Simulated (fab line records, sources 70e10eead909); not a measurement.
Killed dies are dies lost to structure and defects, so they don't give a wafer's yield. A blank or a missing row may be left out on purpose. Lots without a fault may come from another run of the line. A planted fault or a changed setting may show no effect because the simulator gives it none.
Chamber matching | flow nand_harc | NHARC_A_CONTACT_ETCH_88 on rie_diel-12: 4 sister chambers
The step etches the open film in CF4, target depth 39 nm, time 65 s. 18 wafers are shown with their chamber, then 9 later ones without.

WAFERS WITH THEIR CHAMBER
wafer  | chamber | drypump_motor_current_A (A) | showerhead_plenum_p_Torr (Torr) | rf_fwd_power_W (W)
L074.3 | 3       | 6.1                         | 1.71                            | 296.8
L074.5 | 0       | 5.0                         | 1.72                            | 298.4
L074.6 | 1       | 5.5                         | 1.80                            | 297.8
L076.2 | 2       | 5.5                         | 1.81                            | 297.6
L076.3 | 1       | 5.5                         | 1.80                            | 297.2
L076.6 | 3       | 6.1                         | 1.71                            | 296.6
L078.1 | 1       | 5.5                         | 1.79                            | 297.2
L078.4 | 3       | 6.1                         | 1.71                            | 297.0
L078.6 | 2       | 5.5                         | 1.81                            | 295.7
L080.1 | 2       | 5.4                         | 1.81                            | 295.9
L080.2 | 0       | 5.0                         | 1.71                            | 297.1
L080.3 | 3       | 6.1                         | 1.71                            | 298.5
L081.1 | 1       | 5.5                         | 1.79                            | 297.7
L081.3 | 0       | 5.0                         | 1.71                            | 297.9
L081.6 | 1       | 5.5                         | 1.79                            | 298.1
L089.1 | 0       | 5.0                         | 1.70                            | 298.9
L089.2 | 2       | 5.4                         | 1.80                            | 295.6
L089.5 | 1       | 5.5                         | 1.79                            | 298.0

SIGNATURES (means of the wafers above)
reading                  | chamber 0 | chamber 1 | chamber 2 | chamber 3 | scatter within a chamber
drypump_motor_current_A  | 5.000     | 5.500     | 5.450     | 6.100     | 0.0267
showerhead_plenum_p_Torr | 1.7100    | 1.7933    | 1.8075    | 1.7100    | 0.0054
rf_fwd_power_W           | 298.075   | 297.667   | 296.200   | 297.225   | 0.728
Rule: a wafer's distance from a chamber is the root of the sum, over the readings, of the square of ((its reading less the chamber's mean) divided by the reading's scatter). The wafer belongs to the nearest chamber; if the next one is less than 2 further off, it can't be placed. The scatter: the root of (the sum of the squares of (reading less its chamber's mean) over the shown wafers, divided by (wafers less chambers)).

WAFERS WITHOUT THEIR CHAMBER
wafer  | drypump_motor_current_A (A) | showerhead_plenum_p_Torr (Torr) | rf_fwd_power_W (W)
L093.2 | 5.0                         | 1.70                            | 297.9
L093.3 | 5.5                         | 1.78                            | 298.0
L093.5 | 5.0                         | 1.70                            | 297.6
L092.1 | 5.0                         | 1.70                            | 298.3
L092.4 | 5.4                         | 1.80                            | 297.9
L092.6 | 5.4                         | 1.80                            | 296.8
L096.2 | 5.5                         | 1.78                            | 298.9
L096.3 | 5.0                         | 1.69                            | 298.9
L096.6 | 6.1                         | 1.69                            | 297.4

WHICH CHAMBER EACH WENT THROUGH
wafer  | from the rows above     | in truth
L093.2 | 0                       | 0
L093.3 | 1                       | 1
L093.5 | 0                       | 0
L092.1 | 0                       | 0
L092.4 | can't be placed: 2 or 1 | 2
L092.6 | can't be placed: 2 or 1 | 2
L096.2 | 1                       | 1
L096.3 | 0                       | 0
L096.6 | 3                       | 3
Placed correctly: 7 of 9. Can't be placed from these rows: 2 (the true chamber is among the candidates in 2). Placed wrongly: 0.
